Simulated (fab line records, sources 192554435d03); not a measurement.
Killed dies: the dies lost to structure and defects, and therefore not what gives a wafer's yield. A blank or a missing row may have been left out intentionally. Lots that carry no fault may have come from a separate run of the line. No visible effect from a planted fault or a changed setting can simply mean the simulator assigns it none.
A struck lot beside a sound one ; flow n5 finfet ; 40 out of 1938 route steps
Sound: the wafers L276.1, L276.4, L276.6. Struck: wafer L278.1 (L278.2, L278.4, from the same lot, were not struck and are left out); the cause is given at the end.
Each step with rows lists, per side, the tool, then ch with its chambers, then its first start. Under that, the readings that differ: sound wafers ; struck wafers ; difference of the means ; sigmas: that difference in standard deviations of wafers without a fault.
alike: readings with means less than 2 such deviations apart, plus words and numbers identical on both sides. not compared: withheld readings, readings lacking a value on some wafer, bounds such as >300 that could conceal the same value, and numbers that have no deviation in the record and whose values overlap.
Wherever a step has rows on one side only, a row that says differs or no value, or a row with sigmas, the two part there. Non-overlapping numbers with no deviation appear without sigmas and do not part them. A reading missing from all wafers of one side parts the sides only when that side holds two or more wafers.

first, 9 steps without rows for these wafers: N5_BEOL_M4_ANNEAL_95 (time 240 s); N5_BEOL_M4_SPUTTER_96 (material Cu, target thk 4.5 nm, time 8.29 s); N5_BEOL_M4_ECD_50 (material Cu, target thk 300 nm); N5_BEOL_M4_ANNEAL_51 (time 90 s); N5_BEOL_M4_CMP_52 (polishes, stops on SiOC, t overpolish 6.8 s, target thk 40 nm); N5_BEOL_M4_PRE_CLEAN_60 (time 15 s); N5_BEOL_M4_CO_CAP_55 (material Co, precursor CCTBA/H2, target thk 2 nm, time 102.1 s); N5_BEOL_M4_PRE_CLEAN_56 (time 15 s); N5_BEOL_M4_DEP_57 (deposits SiCN from 3MS/NH3, target thk 8 nm, time 14 s).
N5_BEOL_M4_RC_MEAS_101:
  sound on prober-01 ch 0, day 10 05:46; struck on prober-02 ch 0, day 10 13:08
reading;sound;struck;difference;sigmas
DIBL_N (mV/V);35.4 33.7 35.0;37.9;+3.2;+2
IOFF_N (nA/um);0.149 0.114 0.133;0.180;+0.048;+2
SS_N (mV/dec);71.1 70.5 70.6;72.6;+1.9;+4
  alike: DIBL_P, IOFF_P, ION_N, ION_P, SS_P, VT_N, VT_P
then, 24 steps without rows for these wafers: N5_BEOL_M5_ILD_DEP_00 (deposits SiCOH lowk from DEMS/porogen, target thk 140.64 nm, time 25.9 s); N5_BEOL_M5_CURE_79 (cures SiCOH lowk, time 240 s); N5_BEOL_M5_PECVD_70 (deposits SiO2 from TEOS/O2, target thk 16 nm, time 18 s); N5_BEOL_M5_HM_DEP_02 (deposits TiN, target thk 20 nm); N5_BEOL_M5_COAT_59 (time 60 s, resist thk 60 nm); N5_BEOL_M5_COAT_60 (time 60 s, resist thk 12 nm); N5_BEOL_M5_COAT_71 (time 60 s, resist thk 5 nm); N5_BEOL_M5_COAT_05 (resist thk 30 nm); N5_BEOL_M5_EBR_07; N5_BEOL_M5_SOFTBAKE_06 (time 60 s); N5_BEOL_M5_EXPOSE_08 (exposes mask M5, target cd 28 nm); N5_BEOL_M5_PEB_09 (peb time 60 s); N5_BEOL_M5_DEVELOP_10 (develop time 30 s); N5_BEOL_M5_DESCUM_16 (chemistry O2, time 7 s); N5_BEOL_M5_ETCH_72 (etches underlayer in N2/H2, target depth 6.5 nm, time 5.2 s); N5_BEOL_M5_ETCH_61 (etches SiARC in CF4, target depth 15.6 nm, time 26 s); N5_BEOL_M5_ETCH_62 (etches SOC in N2/H2, target depth 75 nm, overetch 15 nm, time 112.5 s); N5_BEOL_M5_STRIP_63 (strips in N2/H2); N5_BEOL_M5_STRIP_73 (strips in N2/H2); N5_BEOL_M5_STRIP_64 (strips in CF4); N5_BEOL_M5_HM_OPEN_17 (chemistry Cl2/BCl3, target TiN, target depth 20 nm, overetch 6 nm); N5_BEOL_M5_STRIP_19 (strips in O2); N5_BEOL_M5_COAT_65 (time 60 s, resist thk 60 nm); N5_BEOL_M5_COAT_66 (time 60 s, resist thk 12 nm).
N5_BEOL_M7_ETCH_62: etches SOC in N2/H2, target depth 110 nm, overetch 22 nm, time 165 s.
  sound on rie diel-04 ch 0,2,3, day 11 05:51; struck on rie diel-04 ch 0, day 11 14:40
reading;sound;struck;difference;sigmas
model.etch.depth nm (nm);99.63 100 99.94;89.46;-10.40;
model.SiARC_of_BEOL_M7_COAT_60.thk nm (nm);28.6 28.4 28.4;30.4;+1.9;
model.BEOL_M7.cd offset nm (nm);-0.4 0.2 0;-1;-1;
  alike: drypump motor current A, oes product au, rf vpp V, showerhead plenum p Torr, throttle valve pct
  not compared: rf hours counter h
N5_BEOL_M7_HM_OPEN_17: chemistry Cl2/BCl3, target TiN, target depth 20 nm, overetch 6 nm.
  sound on rie metal-02 ch 0, day 11 06:02; struck on rie metal-03 ch 1, day 11 14:51
reading;sound;struck;difference;sigmas
throttle valve pct (%);22.00 21.98 21.98;22.46;+0.47;+2
model.BEOL_M7.cd offset nm (nm);-0.2 0.2 0;-1;-1;
  alike: drypump motor current A, oes product au
  not compared: rf hours counter h
N5_BEOL_M7_CD_MEAS_18: pitch 80 nm, target cd 40 nm.
  sound on cd sem-02, day 11 06:14; struck on cd sem-01, day 11 15:02
  not compared: cd nm
N5_BEOL_M7_VIA_ETCH_34: etches SiCOH lowk in C4F6/O2, target depth 125.5 nm, time 50.5 s.
  sound on rie diel-04 ch 0,1,2, day 11 10:23; struck on rie diel-01 ch 3, day 11 15:55
reading;sound;struck;difference;sigmas
oes product au (a.u.);0.75 0.91 0.75;0.33;-0.47;-6
throttle valve pct (%);21.01 20.71 21.08;20.44;-0.49;-3
  alike: C4F6_flow_sccm, O2_flow_sccm, drypump motor current A, rf vpp V, showerhead plenum p Torr
  not compared: rf hours counter h
N5_BEOL_M7_OCD_MEAS_38:
  sound on ocd-01, day 11 10:38; struck on ocd-01, day 11 16:10
  not compared: trench depth nm
-- the record jumps here: 4 days lie between the struck wafers' starts before and after (it left off in module BEOL_M7 and takes up again in module PASSIVATION, whose first step shown is number 1936 of the route) --
N5_PASSIVATION_PROBE_49:
  only the struck wafers here have rows in the record (prober-01, day 15 06:06); the sound ones have none

## WHERE THEY PART
Last at N5_PASSIVATION_PROBE_49 as far as this record goes, first at N5_BEOL_M4_RC_MEAS_101.

WHY: what the simulator had put in
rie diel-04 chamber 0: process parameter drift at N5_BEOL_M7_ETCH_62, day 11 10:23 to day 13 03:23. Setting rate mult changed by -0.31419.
